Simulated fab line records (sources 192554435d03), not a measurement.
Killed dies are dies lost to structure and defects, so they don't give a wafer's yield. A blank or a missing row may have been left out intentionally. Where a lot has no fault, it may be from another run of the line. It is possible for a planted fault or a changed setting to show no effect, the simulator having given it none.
The tool behind it: which one?    flow n5Finfet    54 wafers from 18 lots sampled at 6 of the route's 1938 steps

WHAT EACH GAUGE READ, for each wafer
No reading from a measuring or inspecting step in the record can be judged against a usual standard deviation.

TOOL THAT RAN EACH LOT (tool first, then ch and the chambers of the sampled wafers, then the start)
lot   N5_BEOL_M4_SPUTTER_86        N5_BEOL_M4_CMP_52              N5_BEOL_M5_DESCUM_16               N5_BEOL_M5_ETCH_61                 N5_BEOL_M5_ETCH_62                 N5_BEOL_M5_STRIP_19
L075  pvdSputter-03, day 7 14:07   cmp-01 ch 0,1,3, day 7 15:45   rieDiel-06 ch 0,1,2, day 7 19:15   rieDiel-06 ch 0,1,2, day 7 19:18   rieDiel-06 ch 0,1,2, day 7 19:20   rieDiel-02 ch 0,3, day 7 19:37
L074  pvdSputter-03, day 7 23:26   cmp-03 ch 0,1,2, day 8 01:15   rieDiel-06 ch 1,2,3, day 8 04:11   rieDiel-06 ch 1,2,3, day 8 04:14   rieDiel-06 ch 1,2,3, day 8 04:16   rieDiel-06 ch 0,1,3, day 8 04:38
L078  pvdSputter-01, day 8 23:19   cmp-01 ch 0,3, day 9 00:56     rieDiel-06 ch 2,3, day 9 03:48     rieDiel-06 ch 2,3, day 9 03:51     rieDiel-06 ch 2,3, day 9 03:53     rieDiel-06 ch 0,1, day 9 04:10
L079  pvdSputter-02, day 9 10:40   cmp-02 ch 0,2,3, day 9 12:16   rieDiel-01 ch 0,2, day 9 15:40     rieDiel-01 ch 0,2, day 9 15:43     rieDiel-01 ch 0,2, day 9 15:45     rieDiel-01 ch 0,3, day 9 16:02
L080  pvdSputter-02, day 9 13:50   cmp-01 ch 0,1,2, day 9 15:31   rieDiel-02 ch 0,1,2, day 9 19:08   rieDiel-02 ch 0,1,2, day 9 19:11   rieDiel-02 ch 0,1,2, day 9 19:13   rieDiel-02 ch 0,1,2, day 9 19:30
L081  pvdSputter-01, day 9 16:53   cmp-02 ch 1,2, day 9 18:31     rieDiel-06 ch 0,1, day 9 22:09     rieDiel-06 ch 0,1, day 9 22:12     rieDiel-06 ch 0,1, day 9 22:14     rieDiel-06 ch 0,3, day 9 22:31
L083  pvdSputter-01, day 9 19:05   cmp-02 ch 0,1,3, day 9 20:41   rieDiel-01 ch 0,2,3, day 10 01:01  rieDiel-01 ch 0,2,3, day 10 01:04  rieDiel-01 ch 0,2,3, day 10 01:05  rieDiel-01 ch 2,3, day 10 01:22
L084  pvdSputter-02, day 9 22:23   cmp-02 ch 0,1,3, day 10 00:04  rieDiel-02 ch 1,2, day 10 06:31    rieDiel-02 ch 1,2, day 10 06:34    rieDiel-02 ch 1,2, day 10 06:36    rieDiel-01 ch 2,3, day 10 06:53
L085  pvdSputter-03, day 10 19:31  cmp-02 ch 0,3, day 10 21:10    rieDiel-01 ch 1,2,3, day 11 00:04  rieDiel-01 ch 1,2,3, day 11 00:07  rieDiel-01 ch 1,2,3, day 11 00:08  rieDiel-01 ch 1,2, day 11 00:25
L087  pvdSputter-03, day 10 23:54  cmp-01 ch 0,2, day 11 01:32    rieDiel-02 ch 1,2, day 11 05:25    rieDiel-02 ch 1,2, day 11 05:28    rieDiel-02 ch 1,2, day 11 05:30    rieDiel-01 ch 0,3, day 11 05:47
L086  pvdSputter-02, day 11 00:20  cmp-02 ch 0,1,3, day 11 01:58  rieDiel-02 ch 0,1,2, day 11 05:44  rieDiel-02 ch 0,1,2, day 11 05:47  rieDiel-02 ch 0,1,2, day 11 05:49  rieDiel-01 ch 0,1,3, day 11 06:07
L088  pvdSputter-01, day 11 06:50  cmp-02 ch 0,2,3, day 11 08:26  rieDiel-06 ch 2,3, day 11 11:59    rieDiel-06 ch 2,3, day 11 12:02    rieDiel-06 ch 2,3, day 11 12:04    rieDiel-02 ch 0,2,3, day 11 12:21
L090  pvdSputter-02, day 11 13:03  cmp-03 ch 0,3, day 11 14:47    rieDiel-06 ch 2,3, day 11 20:08    rieDiel-06 ch 2,3, day 11 20:12    rieDiel-06 ch 2,3, day 11 20:13    rieDiel-01 ch 0,2,3, day 11 20:35
L089  pvdSputter-01, day 12 00:15  cmp-03 ch 0,1,3, day 12 01:51  rieDiel-01 ch 0,1,2, day 12 04:53  rieDiel-01 ch 0,1,2, day 12 04:56  rieDiel-01 ch 0,1,2, day 12 04:58  rieDiel-01 ch 0,3, day 12 05:16
L093  pvdSputter-01, day 12 20:16  cmp-03 ch 0,1,2, day 12 22:05  rieDiel-06 ch 1,2, day 13 01:38    rieDiel-06 ch 1,2, day 13 01:41    rieDiel-06 ch 1,2, day 13 01:43    rieDiel-06 ch 0,2, day 13 02:11
L094  pvdSputter-03, day 12 20:44  cmp-02 ch 0,1,2, day 12 22:27  rieDiel-02 ch 0,3, day 13 02:18    rieDiel-02 ch 0,3, day 13 02:21    rieDiel-02 ch 0,3, day 13 02:23    rieDiel-06 ch 0,1,2, day 13 02:43
L095  pvdSputter-02, day 12 23:54  cmp-02 ch 0,1,3, day 13 01:39  rieDiel-02 ch 0,1,2, day 13 05:34  rieDiel-02 ch 0,1,2, day 13 05:37  rieDiel-02 ch 0,1,2, day 13 05:38  rieDiel-06 ch 0,1,3, day 13 05:55
L096  pvdSputter-03, day 13 03:06  cmp-02 ch 0,1, day 13 04:45    rieDiel-06 ch 0,1,2, day 13 10:48  rieDiel-06 ch 0,1,2, day 13 10:51  rieDiel-06 ch 0,1,2, day 13 10:53  rieDiel-01 ch 0,1,2, day 13 11:18
- N5_BEOL_M4_SPUTTER_86: material Cu, target thk 4.5 nm, time 8.29 s.
- N5_BEOL_M4_CMP_52: polishes, stops on SiOC, t overpolish 6.8 s, target thk 40 nm.
- N5_BEOL_M5_DESCUM_16: chemistry O2, time 7 s.
- N5_BEOL_M5_ETCH_61: etches SiARC in CF4, target depth 15.6 nm, time 26 s.
- N5_BEOL_M5_ETCH_62: etches SOC in N2/H2, target depth 75 nm, overetch 15 nm, time 112.5 s.
- N5_BEOL_M5_STRIP_19: strips in O2.

AS READ BY THE TOOLS THEMSELVES (means over the sampled wafers that have a number; for cases with no such wafer, the mark the record gives instead)
N5_BEOL_M4_SPUTTER_86. Usual: chamberPressurePa 0.06998 Pa, standard deviation 0.00015; throttleValvePct 30.0 %, standard deviation 1.1.
lot   tool           chamberPressurePa (Pa)  throttleValvePct (%)  flag
L075  pvdSputter-03  0.06996                 30.6                  
L074  pvdSputter-03  0.07002                 29.8                  
L078  pvdSputter-01  0.06998                 29.3                  
L079  pvdSputter-02  0.06983                 29.9                  
L080  pvdSputter-02  0.06990                 30.2                  
L081  pvdSputter-01  0.06999                 30.7                  
L083  pvdSputter-01  0.07000                 29.4                  
L084  pvdSputter-02  0.07005                 29.5                  
L085  pvdSputter-03  0.07008                 30.4                  
L087  pvdSputter-03  0.06983                 29.7                  
L086  pvdSputter-02  0.06998                 29.5                  
L088  pvdSputter-01  0.06997                 29.9                  
L090  pvdSputter-02  0.07004                 29.5                  
L089  pvdSputter-01  0.06998                 30.7                  
L093  pvdSputter-01  0.06985                 30.8                  
L094  pvdSputter-03  0.07021                 30.2                  
L095  pvdSputter-02  0.07004                 29.3                  
L096  pvdSputter-03  0.07009                 29.9                  

N5_BEOL_M4_CMP_52. Usual: barrierFieldEndpointS 24.8 s, standard deviation 0.59; clearingPlatenDownForcePsi 1.5000 psi, standard deviation 0.0029; edgeZonePressureFrac 1.001, standard deviation 0.0048; motorCurrentA 5.8 A, standard deviation 0.69; overpolishRunS 6.801 s, standard deviation 0.0088; timeToEndpointS 62.8 s, standard deviation 2.8.
lot   tool    barrierFieldEndpointS (s)  clearingPlatenDownForcePsi (psi)  edgeZonePressureFrac  motorCurrentA (A)  overpolishRunS (s)  timeToEndpointS (s)  flag
L075  cmp-01  24.9                       1.4990                            0.998                 6.4                6.800               63.3                 
L074  cmp-03  24.8                       1.4991                            0.995                 6.1                6.804               63.8                 
L078  cmp-01  24.7                       1.4972                            1.000                 6.4                6.804               64.5                 
L079  cmp-02  24.8                       1.4991                            1.001                 5.9                6.793               59.2                 
L080  cmp-01  25.1                       1.5026                            1.001                 6.2                6.802               62.0                 
L081  cmp-02  25.4                       1.4995                            1.003                 4.9                6.805               63.9                 
L083  cmp-02  24.6                       1.4979                            1.003                 5.7                6.802               61.0                 
L084  cmp-02  24.6                       1.4994                            0.998                 5.5                6.804               62.1                 
L085  cmp-02  24.5                       1.5011                            1.003                 6.2                6.808               63.6                 
L087  cmp-01  25.1                       1.5012                            0.998                 6.0                6.802               61.5                 
L086  cmp-02  24.4                       1.5027                            1.001                 5.7                6.798               63.7                 
L088  cmp-02  24.1                       1.4997                            1.003                 6.0                6.806               61.6                 
L090  cmp-03  24.1                       1.4973                            0.998                 6.7                6.803               58.8                 
L089  cmp-03  24.7                       1.4962                            0.998                 6.6                6.792               63.0                 
L093  cmp-03  24.0                       1.4982                            1.002                 6.1                6.797               58.3                 
L094  cmp-02  25.0                       1.5017                            1.001                 5.3                6.792               65.3                 
L095  cmp-02  24.3                       1.4993                            0.996                 5.5                6.807               65.4                 
L096  cmp-02  25.0                       1.4984                            1.001                 5.0                6.805               64.0                 

N5_BEOL_M5_DESCUM_16. Usual: value, then standard deviation, for each; drypumpMotorCurrentA 5.9 A / 0.34; o2FlowSccm 225.0 sccm / 0.69; oesProductAu 0.80 a.u. / 0.087; rfVppV 243.7 V / 1.4; showerheadPlenumPTorr 2.12 Torr / 0.079; tempC 40.00 C / 0.12; throttleValvePct 20.42 % / 0.21.
lot   tool        drypumpMotorCurrentA (A)  o2FlowSccm (sccm)  oesProductAu (a.u.)  rfVppV (V)  showerheadPlenumPTorr (Torr)  tempC (C)  throttleValvePct (%)  flag
L075  rieDiel-06  5.8                       224.6              0.76                 243.8       2.16                          40.13      20.52                 
L074  rieDiel-06  6.1                       224.9              0.75                 244.9       2.20                          40.04      20.59                 
L078  rieDiel-06  6.1                       224.9              0.76                 244.4       2.19                          40.05      20.54                 
L079  rieDiel-01  5.3                       224.9              0.82                 242.8       2.07                          40.10      20.33                 
L080  rieDiel-02  6.0                       224.6              0.81                 242.0       2.02                          40.00      20.21                 
L081  rieDiel-06  5.9                       224.9              0.73                 244.0       2.17                          40.00      20.61                 
L083  rieDiel-01  5.7                       225.4              0.81                 244.2       2.13                          39.88      20.36                 
L084  rieDiel-02  6.0                       224.7              0.84                 242.7       2.04                          39.90      20.21                 
L085  rieDiel-01  5.9                       225.8              0.84                 244.0       2.14                          39.98      20.50                 
L087  rieDiel-02  6.1                       224.5              0.84                 242.4       2.03                          40.05      20.21                 
L086  rieDiel-02  6.0                       225.7              0.80                 241.7       2.01                          40.01      20.24                 
L088  rieDiel-06  6.1                       225.7              0.75                 244.0       2.18                          39.98      20.56                 
L090  rieDiel-06  6.2                       223.9              0.73                 244.2       2.18                          39.90      20.65                 
L089  rieDiel-01  5.5                       224.8              0.85                 243.1       2.07                          40.15      20.49                 
L093  rieDiel-06  5.9                       225.4              0.74                 244.3       2.19                          39.85      20.56                 
L094  rieDiel-02  5.6                       224.9              0.92                 244.7       2.17                          39.99      20.30                 
L095  rieDiel-02  6.0                       225.0              0.88                 242.3       2.10                          39.93      20.14                 
L096  rieDiel-06  5.9                       225.4              0.73                 244.4       2.15                          40.14      20.58                 

N5_BEOL_M5_ETCH_61. Usual: drypumpMotorCurrentA 5.9 A, standard deviation 0.34; etchRfOnTimeS 25.6 s, standard deviation 0.6; oesProductAu 0.69 a.u., standard deviation 0.081; rfVppV 184.3 V, standard deviation 1.1; showerheadPlenumPTorr 2.17 Torr, standard deviation 0.071; throttleValvePct 15.57 %, standard deviation 0.17.
lot   tool        drypumpMotorCurrentA (A)  etchRfOnTimeS (s)  oesProductAu (a.u.)  rfVppV (V)  showerheadPlenumPTorr (Torr)  throttleValvePct (%)  flag
L075  rieDiel-06  5.8                       25.9               0.65                 184.9       2.21                          15.68                 
L074  rieDiel-06  6.1                       25.7               0.64                 184.5       2.23                          15.67                 
L078  rieDiel-06  6.1                       25.2               0.66                 184.6       2.23                          15.67                 
L079  rieDiel-01  5.3                       26.2               0.71                 184.0       2.13                          15.60                 
L080  rieDiel-02  6.0                       25.4               0.70                 182.6       2.08                          15.47                 
L081  rieDiel-06  5.9                       26.0               0.63                 185.6       2.21                          15.73                 
L083  rieDiel-01  5.6                       25.9               0.70                 184.7       2.19                          15.59                 
L084  rieDiel-02  6.1                       25.0               0.73                 183.2       2.09                          15.40                 
L085  rieDiel-01  5.9                       25.9               0.73                 184.3       2.19                          15.64                 
L087  rieDiel-02  6.1                       24.9               0.72                 183.4       2.09                          15.42                 
L086  rieDiel-02  6.0                       25.4               0.69                 183.1       2.07                          15.48                 
L088  rieDiel-06  6.1                       26.2               0.64                 184.9       2.22                          15.71                 
L090  rieDiel-06  6.2                       26.1               0.61                 184.8       2.20                          15.73                 
L089  rieDiel-01  5.5                       25.7               0.73                 183.5       2.13                          15.67                 
L093  rieDiel-06  5.9                       26.0               0.63                 183.8       2.24                          15.73                 
L094  rieDiel-02  5.5                       25.3               0.79                 185.4       2.20                          15.32                 
L095  rieDiel-02  5.9                       25.1               0.76                 184.6       2.15                          15.34                 
L096  rieDiel-06  5.8                       26.1               0.62                 184.4       2.20                          15.77                 

N5_BEOL_M5_ETCH_62. Usual: drypumpMotorCurrentA 5.9 A, standard deviation 0.34; oesProductAu 0.63 a.u., standard deviation 0.067; rfVppV 524.7 V, standard deviation 2.6; showerheadPlenumPTorr 2.57 Torr, standard deviation 0.093; tempC 40.00 C, standard deviation 0.11; throttleValvePct 17.75 %, standard deviation 0.22.
lot   tool        drypumpMotorCurrentA (A)  oesProductAu (a.u.)  rfVppV (V)  showerheadPlenumPTorr (Torr)  tempC (C)  throttleValvePct (%)  flag
L075  rieDiel-06  5.9                       0.60                 526.1       2.62                          40.12      17.89                 
L074  rieDiel-06  6.1                       0.59                 527.0       2.64                          39.95      17.81                 
L078  rieDiel-06  6.1                       0.60                 526.7       2.65                          39.89      17.89                 
L079  rieDiel-01  5.3                       0.66                 523.6       2.53                          39.91      17.77                 
L080  rieDiel-02  6.0                       0.64                 521.4       2.44                          39.98      17.54                 
L081  rieDiel-06  5.9                       0.58                 524.9       2.60                          39.97      17.85                 
L083  rieDiel-01  5.7                       0.64                 524.8       2.60                          40.03      17.86                 
L084  rieDiel-02  6.0                       0.66                 521.7       2.46                          40.03      17.54                 
L085  rieDiel-01  5.9                       0.67                 525.2       2.61                          39.91      18.04                 
L087  rieDiel-02  6.1                       0.65                 521.7       2.46                          39.96      17.55                 
L086  rieDiel-02  5.9                       0.63                 521.2       2.44                          40.02      17.56                 
L088  rieDiel-06  6.1                       0.59                 527.2       2.64                          40.06      17.90                 
L090  rieDiel-06  6.3                       0.57                 526.0       2.62                          39.97      17.83                 
L089  rieDiel-01  5.5                       0.67                 524.4       2.54                          39.96      17.97                 
L093  rieDiel-06  5.9                       0.58                 527.2       2.65                          39.95      17.98                 
L094  rieDiel-02  5.6                       0.72                 525.0       2.64                          40.05      17.57                 
L095  rieDiel-02  6.0                       0.69                 525.1       2.54                          39.93      17.44                 
L096  rieDiel-06  5.9                       0.58                 525.5       2.60                          40.03      17.96                 

N5_BEOL_M5_STRIP_19. Usual: value, then standard deviation, for each; drypumpMotorCurrentA 5.9 A / 0.38; o2FlowSccm 225.0 sccm / 0.67; oesProductAu 0.79 a.u. / 0.082; rfVppV 3.6 V / 0.45; showerheadPlenumPTorr 2.13 Torr / 0.076; tempC 40.00 C / 0.12; throttleValvePct 16.70 % / 0.18.
lot   tool        drypumpMotorCurrentA (A)  o2FlowSccm (sccm)  oesProductAu (a.u.)  rfVppV (V)  showerheadPlenumPTorr (Torr)  tempC (C)  throttleValvePct (%)  flag
L075  rieDiel-02  5.6                       226.0              0.70                 3.4         2.05                          40.10      16.70                 
L074  rieDiel-06  6.0                       224.5              0.74                 3.7         2.16                          39.96      16.83                 
L078  rieDiel-06  5.9                       225.1              0.74                 3.2         2.17                          39.93      16.82                 
L079  rieDiel-01  5.5                       225.6              0.85                 3.4         2.08                          39.95      16.51                 
L080  rieDiel-02  5.9                       225.1              0.82                 3.7         2.02                          40.02      16.48                 
L081  rieDiel-06  5.9                       224.8              0.74                 3.7         2.12                          40.08      16.85                 
L083  rieDiel-01  6.0                       225.4              0.79                 3.5         2.20                          39.94      16.60                 
L084  rieDiel-01  5.8                       224.7              0.76                 3.7         2.18                          40.02      16.67                 
L085  rieDiel-01  5.7                       224.6              0.82                 3.7         2.13                          40.05      16.76                 
L087  rieDiel-01  5.8                       225.3              0.82                 3.9         2.14                          39.99      16.56                 
L086  rieDiel-01  5.7                       224.8              0.88                 3.1         2.09                          39.88      16.66                 
L088  rieDiel-02  5.7                       224.8              0.81                 3.3         2.06                          40.07      16.57                 
L090  rieDiel-01  5.6                       225.1              0.78                 3.9         2.13                          40.02      16.62                 
L089  rieDiel-01  5.8                       225.3              0.82                 3.5         2.14                          40.01      16.56                 
L093  rieDiel-06  5.8                       224.6              0.75                 3.6         2.15                          39.95      16.77                 
L094  rieDiel-06  5.8                       225.3              0.74                 3.5         2.15                          39.94      16.81                 
L095  rieDiel-06  6.0                       224.3              0.71                 3.4         2.15                          39.98      16.91                 
L096  rieDiel-01  5.5                       225.1              0.83                 3.7         2.07                          39.95      16.73                 

THE ANSWER, worked out from the rows above alone
Rule: take the mean of a lot's wafers that have a number; if it is more than 3 standard deviations from the usual mean, the lot is off. Also off: a lot with no number at a reading for which 4 or more lots have one. Where the step has rows for the other lots, those lots are counted as sound. The gauges are gone through in route order, then the tools' own readings, and for those a lot's mean is taken as printed above. The first step at which some lot is off is used, and at that step the reading that is off furthest; a lot without a number counts as furthest.
Across all readings shown, no lot is off: no conclusion can be drawn from this.

WHAT THE SIMULATOR HAD INSERTED
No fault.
